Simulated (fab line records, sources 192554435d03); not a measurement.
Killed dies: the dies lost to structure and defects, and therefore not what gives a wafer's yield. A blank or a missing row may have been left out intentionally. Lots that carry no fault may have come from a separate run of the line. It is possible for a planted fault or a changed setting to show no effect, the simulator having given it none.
Split-lot study | flow n5Finfet | 39 wafers read from 7 lots, route of 1938 steps

THE SPLIT
At N5_BEOL_M9_TRENCH_ETCH_37 (etches SiCOH lowk in C4F6/O2, target depth 151.43 nm, time 49 s), the setting timeS was moved away from the recipe's 49 s on 15 of the 39 wafers read, by -39.8% to +58.1%. All remaining wafers had this setting at the recipe value.

FROM THE SPLIT TO THE READING: what the file shows between them, 11 steps
- N5_BEOL_M9_ETCH_41: etches SiCN in CH3F/O2, target depth 36.6 nm, time 70.1 s
- N5_BEOL_M9_STRIP_80: strips in N2/H2, time 10 s
- N5_BEOL_M9_OCD_MEAS_38
- N5_BEOL_M9_HM_STRIP_39: strips TiN in peroxide tin strip, target depth 25 nm, time 158 s
- N5_BEOL_M9_SRD_40: time 30 s
- N5_BEOL_M9_ECD_50: material Cu, target thk 318 nm
- N5_BEOL_M9_ANNEAL_51: time 90 s
- N5_BEOL_M9_CMP_52: polishes, stops on SiCOH lowk, t overpolish 7 s, target thk 140 nm
- N5_BEOL_M9_THK_MEAS_53: measures by xrf
- N5_BEOL_M9_PRE_CLEAN_55: time 15 s
- N5_BEOL_M9_DEP_56: deposits SiCN from 3MS/NH3, target thk 15 nm, time 26.5 s

THE READING
M9_RS (ohm/sq), read at N5_BEOL_M9_RS_MEAS_57 with a four-point probe. A value of 0.151 ohm/sq with a standard deviation of 0.0033 ohm/sq is what fault-free wafers of this fab line usually give.

wafer  | tool, chamber at the split | timeS as run, s | against the recipe | M9_RS, ohm/sq | against lot-mates on the recipe
L074.1 | rieDiel-02, 2              | 29.84           | -39.1%             | 0.272         | +0.124
L074.2 | rieDiel-02, 3              | 49              | recipe             | 0.147         | -
L074.3 | rieDiel-02, 1              | 49              | recipe             | 0.148         | -
L074.4 | rieDiel-02, 0              | 49              | recipe             | 0.150         | -
L074.5 | rieDiel-02, 1              | 29.84           | -39.1%             | 0.277         | +0.129
L074.6 | rieDiel-02, 2              | 29.84           | -39.1%             | 0.271         | +0.123
L078.1 | rieDiel-05, 0              | 49              | recipe             | 0.154         | -
L078.2 | rieDiel-05, 3              | 77.49           | +58.1%             | 0.090         | -0.063
L078.3 | rieDiel-05, 2              | 49              | recipe             | 0.153         | -
L078.4 | rieDiel-05, 0              | 77.49           | +58.1%             | 0.091         | -0.062
L078.5 | rieDiel-05, 2              | 49              | recipe             | 0.151         | -
L078.6 | rieDiel-05, 3              | 77.49           | +58.1%             | 0.091         | -0.062
L079.1 | rieDiel-06, 3              | 63.79           | +30.2%             | 0.113         | -0.041
L079.2 | rieDiel-06, 1              | 49              | recipe             | 0.155         | -
L079.3 | rieDiel-06, 2              | 63.79           | +30.2%             | 0.110         | -0.044
L079.4 | rieDiel-06, 2              | 49              | recipe             | 0.152         | -
L079.5 | rieDiel-06, 1              | 63.79           | +30.2%             | 0.113         | -0.041
L079.6 | rieDiel-06, 3              | 49              | recipe             | 0.154         | -
L082.1 | rieDiel-05, 1              | 49              | recipe             | 0.153         | -
L082.2 | rieDiel-05, 3              | 49              | recipe             | 0.156         | -
L082.3 | rieDiel-05, 2              | 49              | recipe             | 0.155         | -
L082.4 | rieDiel-05, 0              | 49              | recipe             | 0.157         | -
L082.5 | rieDiel-05, 1              | 49              | recipe             | 0.155         | -
L082.6 | rieDiel-05, 0              | 49              | recipe             | 0.154         | -
L089.1 | rieDiel-02, 1              | 61.94           | +26.4%             | 0.112         | -0.036
L089.2 | rieDiel-02, 0              | 49              | recipe             | 0.151         | -
L089.3 | rieDiel-02, 3              | 49              | recipe             | 0.146         | -
L089.4 | rieDiel-02, 2              | 61.94           | +26.4%             | 0.111         | -0.037
L089.5 | rieDiel-02, 3              | 61.94           | +26.4%             | 0.113         | -0.035
L089.6 | rieDiel-02, 2              | 49              | recipe             | 0.146         | -
L091.1 | rieDiel-05, 0              | 49              | recipe             | 0.159         | -
L091.2 | rieDiel-05, 1              | 49              | recipe             | 0.154         | -
L091.3 | rieDiel-05, 3              | 49              | recipe             | 0.157         | -
L095.1 | rieDiel-02, 0              | 29.48           | -39.8%             | 0.278         | +0.132
L095.2 | rieDiel-02, 2              | 49              | recipe             | 0.145         | -
L095.3 | rieDiel-02, 3              | 49              | recipe             | 0.148         | -
L095.4 | rieDiel-02, 1              | 29.48           | -39.8%             | 0.279         | +0.133
L095.5 | rieDiel-02, 3              | 29.48           | -39.8%             | 0.273         | +0.127
L095.6 | rieDiel-02, 2              | 49              | recipe             | 0.146         | -

FIT RESULTS
A straight line over all 39 wafers: M9_RS changes by -0.00198 ohm/sq for each +1% of timeS; r = -0.93; the points scatter about the line by 0.021 ohm/sq.
The same after taking each lot's own level away (the mean of its wafers on the recipe; 39 wafers): -0.00202 ohm/sq for each +1%; r = -0.92; scatter 0.021 ohm/sq.
The reading moves by 0.12 ohm/sq for the largest change in timeS, on that fit.
From 0.1463 to 0.1567 ohm/sq: that is the span of the lots' own levels, equal to 3.1 times the standard deviation above.
Hence the lot-to-lot level has little effect on the slope; both slopes agree.
Check: -0.111 ohm/sq against its lot-mates is what the line predicts for one of the wafers moved furthest among these (+58.1%) when that wafer is left out of the fit. Against them it came out at -0.0627 ohm/sq.

THE WHOLE CHAIN: every reading that the file lists as answering this split, in the file's order
step                      | what it does                                                       | reading                                                                         | change (the file's fit)               | r (the file's)
N5_BEOL_M9_TRENCH_ETCH_37 | etches SiCOH lowk in C4F6/O2, target depth 151.43 nm, time 49 s    | BEOL_M9.featureDepthNm (the simulator's own value, which no gauge read)         | +1.51 nm for each +1% of the setting  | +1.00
N5_BEOL_M9_TRENCH_ETCH_37 | etches SiCOH lowk in C4F6/O2, target depth 151.43 nm, time 49 s    | etch.depthNm (the simulator's own value, which no gauge read)                   | +1.51 nm for each +1% of the setting  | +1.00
N5_BEOL_M9_TRENCH_ETCH_37 | etches SiCOH lowk in C4F6/O2, target depth 151.43 nm, time 49 s    | TiN_of_BEOL_M9_HM_DEP_02.thkNm (the simulator's own value, which no gauge read) | -0.043 nm for each +1% of the setting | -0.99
N5_BEOL_M9_OCD_MEAS_38    |                                                                    | trenchDepthNm                                                                   | +1.52 nm for each +1% of the setting  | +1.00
N5_BEOL_M9_CMP_52         | polishes, stops on SiCOH lowk, t overpolish 7 s, target thk 140 nm | Cu_of_BEOL_M9_ECD_50.thkNm (the simulator's own value, which no gauge read)     | +1.51 nm for each +1% of the setting  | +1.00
N5_BEOL_M9_THK_MEAS_53    | measures by xrf                                                    | M9_THK                                                                          | +1.53 for each +1% of the setting     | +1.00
N5_BEOL_M9_RS_MEAS_57     | measures by four-point-probe                                       | M9_RS                                                                           | -0.00196 for each +1% of the setting  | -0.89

FILE'S OWN FIT
M9_RS changes by -0.00196 ohm/sq for each +1% of timeS, r = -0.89.
